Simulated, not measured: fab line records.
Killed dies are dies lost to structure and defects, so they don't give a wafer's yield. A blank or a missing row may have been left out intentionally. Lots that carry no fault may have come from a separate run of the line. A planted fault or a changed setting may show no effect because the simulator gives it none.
fab line records ; flow n5Finfet
[record] lots = 11; wafers = 33; lastDay = 18
route steps=1938 shown BEOL_M6@1227 PASSIVATION@1936
lots that met no fault: from a run of the same line without faults
startH: the number of hours between the record's first day and the start of the first shown wafer of the lot ; waitH: hours since the lot's step before ; " unchanged from the row above ; L1.1+2: a single row standing in for several wafers ; - no value present, or no start provided ; * or withheld: withheld ; < > ~ a bound
route shown NAME@n: names a module that has steps shown in the file, with the first one's number in the route ; usual: mean/standard deviation taken from wafers without a fault ; same: alike in all rows ; chamber/n: place in a boat ; sites: per-site readings ; _std_site: standard deviation across them ; _edge_site: inner sites' mean taken away from outer sites' mean ; radiusMm: for every site, how far away it sits from the centre of the wafer ; mask NAME#n: copy n ; behind: tool/chamber where the wafer was last shaped ; hold: cause of the lot's hold/its duration in hours/its outcome ; device: names the non-switching transistor (n, p or np) ; end of line: the same wafers' tests at the end of the route ; where a step has no rows: the recipe by itself ; killed: the dies lost at the first sort to structure and to defects; this is not the yield of the wafer ; map: dies across one wafer; x = killed, . = not, _ = none there
set.NAME: the setting the step ran with; set.NAME@STEP: the setting that earlier step ran with ; model.NAME: the simulator's own value behind a step, which no gauge read
one table for each step of the route and one row for each wafer, over a sample of lots
services: when a tool's chamber went out of use (startH, in hours from the record's first day, below 0 if earlier), for how many hours, and the reason
[[steps]]
[step N5_BEOL_M6_CD_MEAS_28]
[recipe] targetCdNm = 40; landingEnergyEv = 500; detector = seInlens
[usual] cdNm = 40.04/0.22
lot.wafer;tool;chamber;startH;waitH;cdNm
L503.2;cdSem-02;0;187.05;-;40.05
L503.3;cdSem-02;0;187.05;-;39.97
L503.4;cdSem-02;0;187.05;-;39.73
L504.1;cdSem-02;0;187.76;-;40.46
L504.2;cdSem-02;0;187.76;-;40.06
L504.3;cdSem-02;0;187.76;-;39.96
L507.4;cdSem-02;0;207.48;-;40.12
L507.5;cdSem-02;0;207.48;-;40.26
L507.6;cdSem-02;0;207.48;-;39.96
L511.2;cdSem-01;0;230.74;-;40.32
L511.4;cdSem-01;0;230.74;-;40.58
L511.5;cdSem-01;0;230.74;-;39.76
L512.3;cdSem-03;0;245.90;-;40.44
L512.4;cdSem-03;0;245.90;-;40.28
L512.5;cdSem-03;0;245.90;-;39.87
L519.2;cdSem-03;0;277.48;-;39.87
L519.3;cdSem-03;0;277.48;-;39.94
L519.5;cdSem-03;0;277.48;-;39.91
L521.1;cdSem-02;0;278.94;-;40.30
L521.2;cdSem-02;0;278.94;-;39.68
L521.3;cdSem-02;0;278.94;-;39.94
L518.2;cdSem-02;0;281.90;-;39.52
L518.3;cdSem-02;0;281.90;-;40.08
L518.6;cdSem-02;0;281.90;-;40.05
L525.1;cdSem-03;0;321.81;-;39.79
L525.2;cdSem-03;0;321.81;-;40.00
L525.4;cdSem-03;0;321.81;-;40.47
L524.2;cdSem-02;0;331.01;-;39.99
L524.4;cdSem-02;0;331.01;-;39.93
L524.6;cdSem-02;0;331.01;-;39.66
L526.2;cdSem-01;0;335.49;-;40.35
L526.4;cdSem-01;0;335.49;-;40.20
L526.5;cdSem-01;0;335.49;-;39.90
[step N5_BEOL_M6_OVL_MEAS_29]
[recipe] pointsPerWafer = 522
[usual] V5_OVL = -0.5/0.74
lot.wafer;tool;chamber;startH;waitH;V5_OVL[nm]
L503.2;overlay-02;0;187.08;0.0;-1.1
L503.3;overlay-02;0;187.08;0.0;-1.2
L503.4;overlay-02;0;187.08;0.0;-1.0
L504.1;overlay-02;0;187.79;0.0;0.4
L504.2;overlay-02;0;187.79;0.0;0.3
L504.3;overlay-02;0;187.79;0.0;0.1
L507.4;overlay-01;0;207.53;0.0;-0.9
L507.5;overlay-01;0;207.53;0.0;-0.3
L507.6;overlay-01;0;207.53;0.0;-0.4
L511.2;overlay-02;0;230.78;0.0;-0.9
L511.4;overlay-02;0;230.78;0.0;-2.0
L511.5;overlay-02;0;230.78;0.0;-0.6
L512.3;overlay-01;0;245.94;0.0;-1.1
L512.4;overlay-01;0;245.94;0.0;-1.0
L512.5;overlay-01;0;245.94;0.0;-0.8
L519.2;overlay-01;0;277.52;0.0;-1.4
L519.3;overlay-01;0;277.52;0.0;0.9
L519.5;overlay-01;0;277.52;0.0;0.3
L521.1;overlay-02;0;278.97;0.0;-0.3
L521.2;overlay-02;0;278.97;0.0;-0.8
L521.3;overlay-02;0;278.97;0.0;0.5
L518.2;overlay-01;0;281.93;0.0;0.2
L518.3;overlay-01;0;281.93;0.0;0.8
L518.6;overlay-01;0;281.93;0.0;0.1
L525.1;overlay-01;0;321.84;0.0;-0.5
L525.2;overlay-01;0;321.84;0.0;-0.6
L525.4;overlay-01;0;321.84;0.0;-0.8
L524.2;overlay-01;0;331.04;0.0;-0.9
L524.4;overlay-01;0;331.04;0.0;-0.8
L524.6;overlay-01;0;331.04;0.0;-1.4
L526.2;overlay-02;0;335.53;0.0;-0.7
L526.4;overlay-02;0;335.53;0.0;-0.4
L526.5;overlay-02;0;335.53;0.0;0.4
[step N5_BEOL_M6_STRIP_36]
[recipe] chemistry = N2/H2; powerW = 450; tempC = 40; pressureMtorr = 20; rfFrequencyHz = 6e+07; overashFraction = 0.3; biasPowerW = 7; h2Frac = 0.5; n2FlowSccm = 200; h2FlowSccm = 200
[usual] drypumpMotorCurrentA = 5.6/0.35; h2FlowSccm = 200.0/0.59; oesProductAu = 0.82/0.074; rfVppV = 59.2/1.6; showerheadPlenumPTorr = 2.57/0.082; tempC = 39.99/0.11; throttleValvePct = 23.6/0.39
lot.wafer;tool;chamber;startH;waitH;drypumpMotorCurrentA;h2FlowSccm;oesProductAu;rfHoursCounterH;rfVppV;showerheadPlenumPTorr;tempC;throttleValvePct
L503.2;rieDiel-06;2;187.62;0.0;5.0;200.5;0.82;94;59.4;2.46;39.87;23.9
L503.3;rieDiel-06;3;187.62;0.0;6.5;200.1;0.71;211;60.2;2.62;39.95;24.0
L503.4;rieDiel-06;0;187.62;0.0;5.5;200.5;0.73;197;58.9;2.52;39.97;23.3
L504.1;rieDiel-04;3;188.12;0.0;5.5;199.6;0.89;37;56.7;2.58;39.88;23.1
L504.2;rieDiel-04;2;188.12;0.0;5.7;199.5;0.85;49;57.8;2.59;40.14;23.2
L504.3;rieDiel-04;0;188.12;0.0;5.4;200.2;0.82;65;60.5;2.69;40.06;24.0
L507.4;rieDiel-03;3;207.84;0.0;5.7;201.0;0.96;10;57.2;2.61;40.05;24.1
L507.5;rieDiel-03;2;207.84;0.0;5.7;200.5;0.87;-;57.4;2.69;40.00;23.2
L507.6;rieDiel-03;3;207.84;0.0;5.7;198.9;0.96;-;59.5;2.61;40.16;24.1
L511.2;rieDiel-03;0;231.42;0.0;5.1;200.5;0.84;63;58.5;2.47;39.92;23.6
L511.4;rieDiel-03;1;231.42;0.0;5.6;200.0;0.96;-;59.8;2.49;40.06;23.3
L511.5;rieDiel-03;2;231.42;0.0;5.7;199.7;0.86;-;58.5;2.69;39.91;23.2
L512.3;rieDiel-03;3;246.63;0.0;5.7;220.6;0.92;25;59.5;2.66;40.08;25.5
L512.4;rieDiel-03;1;246.63;0.0;5.6;199.5;0.93;7;62.2;2.49;40.00;23.3
L512.5;rieDiel-03;2;246.63;0.0;5.7;199.9;0.83;-;60.0;2.69;39.87;23.2
L519.2;rieDiel-04;1;277.84;0.0;5.8;199.9;0.90;37;56.7;2.59;40.19;23.5
L519.3;rieDiel-04;0;277.84;0.0;5.4;198.5;0.79;97;59.1;2.68;40.03;24.1
L519.5;rieDiel-04;1;277.84;0.0;5.7;199.1;0.87;-;63.0;2.59;40.23;23.5
L521.1;rieDiel-04;0;279.84;0.0;5.4;199.8;0.78;99;61.1;2.68;39.96;24.1
L521.2;rieDiel-04;1;279.84;0.0;5.7;200.3;0.87;38;58.7;2.59;40.20;23.5
L521.3;rieDiel-04;2;279.84;0.0;5.7;199.4;0.81;82;58.6;2.57;39.84;23.2
L518.2;rieDiel-04;3;282.45;0.0;5.5;200.2;0.84;71;59.4;2.57;40.14;23.1
L518.3;rieDiel-04;0;282.45;0.0;5.4;201.0;0.77;100;62.2;2.68;39.90;24.1
L518.6;rieDiel-04;3;282.45;0.0;5.5;199.7;0.85;-;59.5;2.57;40.02;23.1
L525.1;rieDiel-06;0;322.24;0.0;5.5;200.4;0.69;236;58.2;2.51;40.14;23.4
L525.2;rieDiel-06;2;322.24;0.0;5.0;199.6;0.77;141;58.8;2.44;40.16;24.0
L525.4;rieDiel-06;2;322.24;0.0;5.0;199.7;0.78;-;58.5;2.44;39.96;24.0
L524.2;rieDiel-06;0;331.37;0.0;5.5;199.1;0.69;240;58.8;2.50;39.86;23.4
L524.4;rieDiel-06;2;331.37;0.0;5.0;199.6;0.76;146;59.3;2.44;40.02;24.0
L524.6;rieDiel-06;0;331.37;0.0;5.5;199.4;0.69;-;58.9;2.50;40.04;23.4
L526.2;rieDiel-03;0;335.96;0.0;5.0;201.0;0.78;100;59.9;2.45;39.94;23.7
L526.4;rieDiel-03;2;335.96;0.0;5.7;200.9;0.80;-;59.5;2.67;39.98;23.2
L526.5;rieDiel-03;0;335.96;0.0;5.0;200.6;0.80;-;59.3;2.45;40.24;23.7
[step N5_BEOL_M6_OCD_MEAS_38]
[usual] trenchDepthNm = 94.5/1.2
lot.wafer;tool;chamber;startH;waitH;trenchDepthNm
L503.2;ocd-01;-;187.81;-;94.4
L503.3;ocd-01;-;187.81;-;93.2
L503.4;ocd-01;-;187.81;-;91.4
L504.1;ocd-01;-;188.31;-;95.6
L504.2;ocd-01;-;188.31;-;94.4
L504.3;ocd-01;-;188.31;-;94.8
L507.4;ocd-02;-;208.03;-;94.1
L507.5;ocd-02;-;208.03;-;93.5
L507.6;ocd-02;-;208.03;-;93.9
L511.2;ocd-02;-;231.62;-;93.5
L511.4;ocd-02;-;231.62;-;94.1
L511.5;ocd-02;-;231.62;-;93.1
L512.3;ocd-02;-;246.83;-;94.3
L512.4;ocd-02;-;246.83;-;94.0
L512.5;ocd-02;-;246.83;-;92.7
L519.2;ocd-02;-;278.03;-;95.1
L519.3;ocd-02;-;278.03;-;95.5
L519.5;ocd-02;-;278.03;-;95.4
L521.1;ocd-02;-;280.03;-;95.0
L521.2;ocd-02;-;280.03;-;95.6
L521.3;ocd-02;-;280.03;-;93.7
L518.2;ocd-02;-;282.65;-;94.5
L518.3;ocd-02;-;282.65;-;94.9
L518.6;ocd-02;-;282.65;-;95.6
L525.1;ocd-01;-;322.43;-;92.8
L525.2;ocd-01;-;322.43;-;94.8
L525.4;ocd-01;-;322.43;-;95.4
L524.2;ocd-01;-;331.56;-;93.5
L524.4;ocd-01;-;331.56;-;94.5
L524.6;ocd-01;-;331.56;-;92.5
L526.2;ocd-01;-;336.24;-;93.4
L526.4;ocd-01;-;336.24;-;93.9
L526.5;ocd-01;-;336.24;-;93.3
[step N5_PASSIVATION_PROBE_49]
[usual] defectLimitedYield = 91.4/1.6; killed_at_M0_to_M3 = 34/12; killed_at_M4_up = 13/5.2; killedAtContacts = 11/5.5; killedAtFrontEnd = 40/13; killedAtOther = 3.4/2.7; killedDies = 102/19; killedOnRim = 13/4.3; killedOpen = 66/15; killedShort = 33/7.9; sort_bin_5_function = 5.1/1.1; sort_bin_6_memory = 3.2/0.7; sortNPass = 1078/19; sortYieldPct = 91.4/1.6
[same] grossDies = 1180; killedAtBackSide = 0; sort_bin_4_leakage[%] = 0; sort_bin_8_speed[%] = 0
lot.wafer;tool;chamber;startH;waitH;defectLimitedYield[%];killed_at_M0_to_M3;killed_at_M4_up;killedAtContacts;killedAtFrontEnd;killedAtOther;killedDies;killedOnRim;killedOpen;killedShort;sort_bin_5_function[%];sort_bin_6_memory[%];sortNPass;sortYieldPct[%]
L518.2;prober-01;-;381.06;0.1;91.5;39;8;3;50;0;100;11;60;39;4.7;3.6;1080;91.5
L518.3;prober-01;-;381.11;0.1;86.8;72;7;21;54;2;156;17;113;42;7.9;4.8;1024;86.8
L518.6;prober-01;-;381.26;0.3;90.1;44;12;4;54;3;117;15;73;42;5.9;3.5;1063;90.1
// killed by level:class
L518.2 FIN_SAQP:geometricParticle:open=15 FIN_SAQP:geometricParticle:short=10 BEOL_M2:geometricParticle:open=9 BEOL_M0_SAQP:geometricParticle:open=7 BEOL_M3:geometricParticle:open=7 GATE_CUT:geometricParticle:short=5 BEOL_M0_SAQP:geometricParticle:short=5 STARTING-WAFER:geometricParticle:short=5
L518.3 BEOL_M1:geometricParticle:open=19 BEOL_M0_SAQP:geometricParticle:open=17 BEOL_M3:geometricParticle:open=15 FIN_SAQP:geometricParticle:open=14 MOL_CONTACT_COAG:geometricParticle:open=13 STI_FIN_REVEAL:geometricParticle:open=10 MOL_CONTACT_COAG:geometricParticle:short=8 BEOL_M0_SAQP:geometricParticle:short=8
L518.6 FIN_SAQP:geometricParticle:open=18 BEOL_M0_SAQP:geometricParticle:short=14 BEOL_M0_SAQP:geometricParticle:open=10 FIN_SAQP:geometricParticle:short=9 STI_FIN_REVEAL:geometricParticle:open=8 DUMMY_GATE:geometricParticle:open=8 BEOL_M1:geometricParticle:open=7 BEOL_M4:geometricParticle:open=5
[[services]]
tool;chamber;startH;hours;kind
rieDiel-03;1;211.40;-;clean
rieDiel-03;1;211.40;-;consumableReplace:focusRing
rieDiel-03;1;211.40;17.4;scheduledDown
rieDiel-03;1;211.40;17.4;ventCycle
rieDiel-06;3;226.21;11.0;repair
rieDiel-03;2;276.78;12.1;repair
rieDiel-06;3;311.90;-;clean
rieDiel-06;3;311.90;-;consumableReplace:focusRing
rieDiel-06;3;311.90;18.8;scheduledDown
rieDiel-06;3;311.90;18.8;ventCycle
rieDiel-03;1;329.69;7.5;repair
rieDiel-03;3;332.74;11.1;repair
[[key]]
[firstSign] step = N5_BEOL_M6_STRIP_36; reading = h2FlowSccm; direction = up; sigmas = 35; usual = 200.0; struck = 220.6
[effect] step = N5_BEOL_M6_STRIP_36; reading = throttleValvePct; direction = up; sigmas = 5.1; usual = *; struck = *
metAt N5_BEOL_M6_STRIP_36
struckLots L512
struckWafers L512.3
notActingAt N5_BEOL_M6_CD_MEAS_28,N5_BEOL_M6_OVL_MEAS_29,N5_BEOL_M6_OCD_MEAS_38
onsetBetween 207.84 246.63
[fault] kind = processParameterDrift; tool = rieDiel-03; chamber = 3; onsetH = 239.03; steps = N5_BEOL_M6_STRIP_36; channel = h2FlowSccm; offset = 20; shape = step; endH = 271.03; actsIn = theseRecipesOnly; stated = 200
